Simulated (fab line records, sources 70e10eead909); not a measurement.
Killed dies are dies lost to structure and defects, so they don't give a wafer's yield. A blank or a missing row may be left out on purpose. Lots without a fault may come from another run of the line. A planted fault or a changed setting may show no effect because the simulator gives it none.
fab line records | flow nand_harc
record lots=6 wafers=18 last_day=34
route steps=1302 shown A_CHANNEL_FILL_D1@507 A_DECK1_JOINT@518
lots that met no fault: from a run of the same line without faults
start_h: hours from the record's first day to the start of the lot's first wafer shown | wait_h: hours since the lot's step before | " the same as in the row above | L1.1+2: a row that stands for several wafers | - no value, or no start given | * or withheld: withheld | < > ~ a bound
route shown NAME@n: a module of which the file shows steps, and the number in the route of the first | usual: mean/standard deviation of fault-free wafers | same: alike in all rows | chamber/n: place in a boat | sites: the reading at each site | _std_site: their standard deviation | _edge_site: outer sites' mean less inner sites' | radius_mm: how far each site lies from the wafer's centre | mask NAME#n: copy n | behind: the tool/chamber that last shaped the wafer | hold: why the lot was held/for how many hours/how that ended | device: the transistor (n, p or np) that didn't switch | end of line: the same wafers' tests at the end of the route | a step without rows: its recipe alone | killed: dies lost to structure and defects at the first sort, not the wafer's yield | map: a wafer's dies, x killed, . not, _ none there
set.NAME: the setting as run; set.NAME@STEP: as run at that earlier step | model.NAME: the simulator's own value behind a step, which no gauge read
lots at some steps of the route; a table a step, a row a wafer
services: from which hour (start_h, from the record's first day; less than 0 if before it) a tool's chamber was out of use, for how many hours, and why
## steps
# step NHARC_A_CHANNEL_FILL_D1_ALD_25
# recipe target_thk_a=600 pulse_time_s=10 ald_cycles=600 temp_c=300 material=SiOx
# usual heater_power_w=451/52 precursor_pulse_height_rel=0.998/0.02
# same pulse_time_s=10
# columns lot.wafer tool chamber start_h wait_h heater_power_w precursor_pulse_height_rel
L952.3 ald_hk-01 3 227.76 1.3 384 1.022
L952.1 " 0 " " 433 0.984
L952.6 " 1 " " 408 0.996
L963.4 ald_hk-04 0 334.46 0.7 495 1.027
L963.1 " 2 335.68 1.9 412 1.015
L963.6 " 0 336.91 3.1 493 0.998
L966.1 ald_hk-01 0 372.44 0.7 410 1.001
L966.2 " 1 " " 396 1.023
L966.5 " 0 374.90 3.2 418 0.966
L968.3 ald_hk-01 3 386.58 0.1 438 1.024
L968.4 " 1 387.82 1.3 415 0.991
L968.5 " 0 389.68 3.2 424 0.995
L971.1 ald_hk-01 3 416.73 0.7 425 1.027
L971.6 " 2 418.56 2.5 454 0.989
L971.5 " 3 " " 436 0.996
L975.1 ald_hk-02 0 462.72 0.1 411 1.009
L975.4 " 2 463.95 1.3 395 1.010
L975.3 " 3 " " 460 1.026
# step NHARC_A_CHANNEL_FILL_D1_ETCHBACK_08
# recipe target_depth_a=2200 time_s=110 c4f8_flow_sccm=20 ar_flow_sccm=withheld rf_w=600 bias_w=300 chemistry=C4F8
# usual oes_product_au=0.95/0.038 rf_vpp_V=442.7/1.6
# columns lot.wafer tool chamber start_h wait_h oes_product_au rf_hours_counter_h rf_vpp_V
L952.1 rie_diel-06 0 - - 1.01 4.6 441.9
L952.3 " 1 " " 0.99 5.1 440.9
L952.6 " 1 " " 0.98 - 443.6
L963.1 rie_diel-06 2 - - 1.00 1.1 443.3
L963.4 " 3 " " 1.00 1.2 443.2
L963.6 " 3 " " 0.99 - 442.8
L966.2 rie_diel-03 2 - - 1.01 4.1 444.9
L966.1 " 0 " " 0.99 4.1 440.8
L966.5 " 3 " " 0.99 - 440.5
L968.4 rie_diel-07 0 - - 0.90 6.2 442.4
L968.3 " 3 " " 0.93 6.7 444.1
L968.5 " 0 " " 0.91 - 442.3
L971.1 rie_diel-03 3 - - 0.91 6.6 440.2
L971.5 " 2 " " 0.93 - 444.7
L971.6 " 3 " " 0.93 - 440.6
L975.3 rie_diel-06 3 - - 0.91 7.5 443.2
L975.4 " 1 " " 0.92 6.3 444.0
L975.1 " 2 " " 0.93 7.0 442.6
# step NHARC_A_CHANNEL_FILL_D1_STRIP_29
# recipe time_s=20 o2_flow_sccm=500 ar_flow_sccm=0 bias_w=0 chemistry=O2
# usual drypump_motor_current_A=5.8/0.4 oes_product_au=0.998/0.0097 rf_vpp_V=57.9/0.82 showerhead_plenum_p_Torr=3.64/0.08 throttle_valve_pct=17.036/0.009
# columns lot.wafer tool chamber start_h wait_h drypump_motor_current_A oes_product_au rf_hours_counter_h rf_vpp_V showerhead_plenum_p_Torr throttle_valve_pct
L952.1 rie_diel-06 1 - - 6.2 1.008 5.1 57.3 3.65 17.040
L952.3 " 2 " " 5.2 1.009 4.9 57.6 3.65 17.036
L952.6 " 1 " " 6.2 1.002 - 57.5 3.65 17.040
L963.1 rie_diel-06 1 - - 6.2 0.992 1.1 59.2 3.64 17.050
L963.4 " 0 " " 6.3 1.003 1.2 57.8 3.63 17.025
L963.6 " 2 " " 5.2 0.996 - 58.2 3.65 17.047
L966.1 rie_diel-03 2 - - 6.0 0.994 4.2 57.8 3.78 17.035
L966.2 " 3 " " 5.6 0.990 4.2 57.1 3.49 17.025
L966.5 " 1 " " 6.0 0.995 - 57.8 3.68 17.043
L968.4 rie_diel-07 3 - - 6.2 0.997 6.7 57.8 3.69 17.029
L968.3 " 1 " " 5.7 1.000 6.1 57.4 3.66 17.024
L968.5 " 2 " " 5.1 0.995 - 58.7 3.77 17.041
L971.1 rie_diel-03 3 - - 5.7 0.993 6.6 57.1 3.49 17.038
L971.6 " 2 " " 6.1 1.004 - 57.6 3.78 17.028
L971.5 " 3 " " 5.6 0.999 - 57.5 3.49 17.055
L975.1 rie_diel-06 0 - - 6.3 0.983 6.9 58.7 3.63 17.025
L975.3 " 1 " " 6.2 0.980 6.3 57.0 3.64 17.048
L975.4 " 3 " " 5.8 0.993 7.6 56.9 3.62 17.036
# step NHARC_A_CHANNEL_FILL_D1_PRECLEAN_30
# recipe time_s=30 chemistry=dHF
# step NHARC_A_CHANNEL_FILL_D1_SRD_31
# step NHARC_A_CHANNEL_FILL_D1_CVD_09
# recipe target_thk_a=1500 temp_c=620 pressure_mtorr=200 time_s=3000 material=poly-Si
# step NHARC_A_CHANNEL_FILL_D1_CMP_10
# recipe target_thk_nm=150
# usual motor_current_A=12.0/0.96 time_to_endpoint_s=15.4/2.4
# columns lot.wafer tool chamber start_h wait_h motor_current_A time_to_endpoint_s
L952.3 cmp-01 0 238.02 0.4 11.6 17.3
L952.1 " 1 " " 12.2 15.4
L952.6 " 3 " " 11.0 15.6
L963.4 cmp-02 3 345.05 0.4 13.2 17.6
L963.1 " 0 " " 13.3 12.4
L963.6 " 3 " " 13.9 13.0
L966.2 cmp-01 3 383.14 0.4 10.9 16.4
L966.1 " 1 " " 11.5 13.7
L966.5 " 2 " " 13.1 16.6
L968.4 cmp-03 1 398.44 0.4 10.3 14.8
L968.3 " 2 " " 12.7 20.0
L968.5 " 2 " " 12.1 16.1
L971.1 cmp-01 2 427.62 0.4 12.9 20.6
L971.6 " 1 " " 12.5 16.9
L971.5 " 2 " " 13.1 17.5
L975.3 cmp-02 2 474.21 0.4 11.0 16.3
L975.4 " 0 " " 12.1 14.8
L975.1 " 1 " " 13.0 14.3
# step NHARC_A_CHANNEL_FILL_D1_SRD_12
# step NHARC_A_CHANNEL_FILL_D1_INSPECT_13
# usual raw_defect_count=315/110
# columns lot.wafer tool chamber start_h wait_h raw_defect_count
L952.1 defect_inspect-02 - 238.41 0.0 404
L952.3 " - " " 406
L952.6 " - " " 476
L963.1 defect_inspect-01 - 345.46 0.0 242
L963.4 " - " " 396
L963.6 " - " " 500
L966.1 defect_inspect-02 - 383.53 0.0 209
L966.2 " - " " 307
L966.5 " - " " 219
L968.3 defect_inspect-01 - 398.86 0.0 143
L968.4 " - " " 167
L968.5 " - " " 198
L971.1 defect_inspect-01 - 428.01 0.0 371
L971.5 " - " " 419
L971.6 " - " " 247
L975.1 defect_inspect-01 - 474.62 0.0 267
L975.3 " - " " 295
L975.4 " - " " 236
# step NHARC_A_DECK1_JOINT_ETCHBACK_07
# recipe target_depth_a=1050 time_s=26.9 hbr_flow_sccm=150 rf_w=350 icp_w=350 bias_w=60 chemistry=HBr
# usual drypump_motor_current_A=5.7/0.56 oes_product_au=0.999/0.0089 throttle_valve_pct=23.266/0.0095
# columns lot.wafer tool chamber start_h wait_h drypump_motor_current_A oes_product_au rf_hours_counter_h throttle_valve_pct
L952.3 rie_si-05 0 238.47 0.1 4.8 0.996 0.38 23.258
L952.1 " 1 " " 6.5 1.002 0.47 23.266
L952.6 " 0 " " 4.8 0.998 - 23.256
L963.1 rie_si-03 2 345.54 0.1 5.8 1.000 0.66 23.274
L963.4 " 3 " " 5.6 1.412 0.76 23.273
L963.6 " 2 " " 5.8 1.002 - 23.298
L966.1 rie_si-03 1 383.60 0.1 5.6 0.993 0.97 23.277
L966.2 " 3 " " 5.6 0.995 0.90 23.262
L966.5 " 0 " " 6.0 1.419 - 23.271
L968.4 rie_si-02 2 398.95 0.1 5.5 0.998 0.68 23.268
L968.3 " 3 " " 5.8 1.001 0.74 23.265
L968.5 " 0 " " 4.8 0.996 - 23.283
L971.1 rie_si-05 3 428.11 0.1 6.1 1.002 0.60 23.256
L971.6 " 0 " " 4.8 0.982 - 23.275
L971.5 " 1 " " 6.5 0.993 - 23.277
L975.3 rie_si-03 2 474.68 0.1 5.8 1.029 0.44 23.265
L975.1 " 3 " " 5.6 0.986 0.33 23.260
L975.4 " 1 " " 5.6 0.992 0.55 23.271
# step NHARC_A_DECK1_JOINT_ETCH_25
# recipe target_depth_a=5 chemistry=dHF material=SiO2
## services
# columns tool chamber start_h hours kind
rie_diel-06 - 210.26 0.9 repair
rie_si-03 3 211.86 4.7 repair
rie_si-03 - 221.00 9.0 pm
cmp-01 - 232.42 0.3 repair
rie_diel-03 0 236.58 10.8 repair
rie_diel-06 1 253.53 1.3 repair
cmp-01 - 259.82 4.5 repair
rie_diel-03 1 269.49 1.3 repair
cmp-01 - 276.05 1.5 repair
rie_diel-03 0 281.09 10.8 repair
rie_diel-03 - 281.30 9.0 pm
cmp-01 - 285.27 4.0 pm
cmp-01 - 303.08 0.9 repair
rie_diel-06 - 307.20 9.0 pm
ald_hk-01 - 331.98 1.9 repair
cmp-01 - 340.36 1.2 repair
rie_si-03 3 349.52 13.9 repair
cmp-01 - 383.27 4.0 pm
cmp-01 - 390.11 4.5 repair
cmp-01 - 395.41 3.0 repair
rie_diel-03 1 396.94 3.4 repair
rie_si-03 - 398.00 9.0 pm
rie_diel-06 - 426.40 0.3 repair
rie_diel-03 - 458.30 9.0 pm
## key
first_sign step=NHARC_A_DECK1_JOINT_ETCHBACK_07 reading=oes_product_au direction=up sigmas=47 usual=0.999 struck=1.416
effect none on later readings
met_at NHARC_A_DECK1_JOINT_ETCHBACK_07
struck_wafers L963.4,L966.5
tester_left_out L963,L966
fault kind=process_parameter_drift tool=rie_si-03 chamber=- onset_h=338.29 steps=NHARC_A_DECK1_JOINT_ETCHBACK_07 channel=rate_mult offset=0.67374 shape=step end_h=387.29 scope=struck_wafers_only
# tester_left_out: of these lots the tester's yield and bins aren't shown, on N5 and GAA mostly nor the transistor test; their killed dies are dies lost to structure and defects alone, not to doping, threshold or leakage, so they don't give the yield
